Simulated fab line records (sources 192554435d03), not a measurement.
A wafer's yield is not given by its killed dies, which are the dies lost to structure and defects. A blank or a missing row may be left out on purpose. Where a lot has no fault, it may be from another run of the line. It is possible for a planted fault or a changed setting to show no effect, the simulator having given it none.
Split-lot experiment    flow n5_finfet    7 lots, 21 wafers read, on a route of 1938 steps

ON THE SPLIT
At N5_HKMG_FIN_PEB_47 (peb time 60 s), the setting peb_time_s was moved away from the recipe's 60 s on 7 of the 21 wafers read, by -10.7% to +15.4%. This setting was run at the recipe's value on the other wafers.

FROM SPLIT TO READING: 1 step shown by the file between the two
- N5_HKMG_FIN_DEVELOP_48: develop time 30 s

THE READING
cd_nm at N5_HKMG_FIN_CD_MEAS_49, given in nm (cd target 202 nm). Typical for fault-free wafers on this fab line: 202.0 nm, with standard deviation 0.61 nm.

wafer   tool, chamber at the split  peb_time_s as run, s  against the recipe  cd_nm, nm  against lot-mates on the recipe
L078.3  litho_track-03, 0           54.31                 -9.5%               198.5      -4.5
L078.4  litho_track-03, 0           54.31                 -9.5%               199.2      -3.8
L078.6  litho_track-03, 0           60                    recipe              203.0      -
L084.1  litho_track-04, 0           53.59                 -10.7%              198.9      -3.6
L084.3  litho_track-04, 0           60                    recipe              202.5      -
L084.5  litho_track-04, 0           53.59                 -10.7%              197.7      -4.8
L085.2  litho_track-04, 0           55.56                 -7.4%               199.5      -2.7
L085.3  litho_track-04, 0           60                    recipe              202.2      -
L085.5  litho_track-04, 0           55.56                 -7.4%               200.2      -2.0
L087.1  litho_track-03, 0           60                    recipe              202.3      -
L087.2  litho_track-03, 0           60                    recipe              202.7      -
L087.6  litho_track-03, 0           60                    recipe              201.5      -
L091.1  litho_track-03, 0           60                    recipe              201.9      -
L091.3  litho_track-03, 0           60                    recipe              201.5      -
L091.5  litho_track-03, 0           60                    recipe              202.7      -
L096.1  litho_track-04, 0           60                    recipe              202.4      -
L096.4  litho_track-04, 0           69.25                 +15.4%              206.2      +4.2
L096.5  litho_track-04, 0           60                    recipe              201.5      -
L097.1  litho_track-03, 0           60                    recipe              201.7      -
L097.2  litho_track-03, 0           60                    recipe              201.7      -
L097.4  litho_track-03, 0           60                    recipe              202.1      -

FIT RESULTS
A straight line over all 21 wafers: cd_nm changes by +0.312 nm for each +1% of peb_time_s; r = +0.96; the points scatter about the line by 0.54 nm.
The same after taking each lot's own level away (the mean of its wafers on the recipe; 21 wafers): +0.347 nm for each +1%; r = +0.97; scatter 0.56 nm.
Per that fit: largest peb_time_s move, reading shift of 5.4 nm.
The span of the lots' own levels, 201.83 to 203.00 nm, comes to 1.9 times the standard deviation stated above.
Thus the slope moves with the lot-to-lot level: the two fits are different.
Check: with one of the wafers moved furthest among these (+15.4%) left out of the fit, the line predicts +6.1 nm for it against its lot-mates. It came out at +4.25 nm against them.

THE FILE'S OWN FIT
cd_nm changes by +0.339 nm for each +1% of peb_time_s, r = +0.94.
